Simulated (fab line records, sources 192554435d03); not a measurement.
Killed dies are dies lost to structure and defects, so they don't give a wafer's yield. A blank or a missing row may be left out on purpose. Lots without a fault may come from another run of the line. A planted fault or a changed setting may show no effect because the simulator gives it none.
Chamber matching | flow n5_finfet | N5_HKMG_FIN_ALD_21 on ald_metal-01: 4 sister chambers
The step deposits TiN, target thk 1.5 nm, pulse time 1 s, purge time 3 s. 8 wafers are shown with their chamber, then 7 later ones without.

WAFERS WITH THEIR CHAMBER
wafer  | chamber | heater_power_outer_w (W) | heater_power_w (W)
L080.4 | 0       | 544                      | 859
L084.2 | 3       | 575                      | 978
L084.4 | 0       | 544                      | 839
L088.3 | 1       | 467                      | 758
L088.5 | 1       | 474                      | 753
L088.6 | 2       | 446                      | 760
L089.1 | 2       | 429                      | 755
L089.3 | 3       | 597                      | 967

WAFERS WITHOUT THEIR CHAMBER
wafer  | heater_power_outer_w (W) | heater_power_w (W)
L089.4 | 467                      | 774
L091.3 | 479                      | 769
L091.4 | 588                      | 973
L091.5 | 591                      | 978
L096.1 | 468                      | 775
L096.2 | 585                      | 979
L096.4 | 440                      | 774

WHICH CHAMBER EACH WENT THROUGH
wafer  | from the rows above     | in truth
L089.4 | can't be placed: 1 or 2 | 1
L091.3 | 1                       | 1
L091.4 | 3                       | 3
L091.5 | 3                       | 3
L096.1 | can't be placed: 1 or 2 | 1
L096.2 | 3                       | 3
L096.4 | can't be placed: 2 or 1 | 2
Placed correctly: 4 of 7. Can't be placed from these rows: 3 (the true chamber is among the candidates in 3). Placed wrongly: 0.
How it was worked out, from the rows above alone: a wafer's distance from a chamber is the root of the sum, over the readings, of the square of ((its reading less the chamber's mean) divided by the reading's scatter). The wafer belongs to the nearest chamber; if the next one is less than 2 further off, it can't be placed. A chamber's mean is the mean of its shown wafers. The scatter: the root of (the sum of the squares of (reading less its chamber's mean) over the shown wafers, divided by (wafers less chambers)).
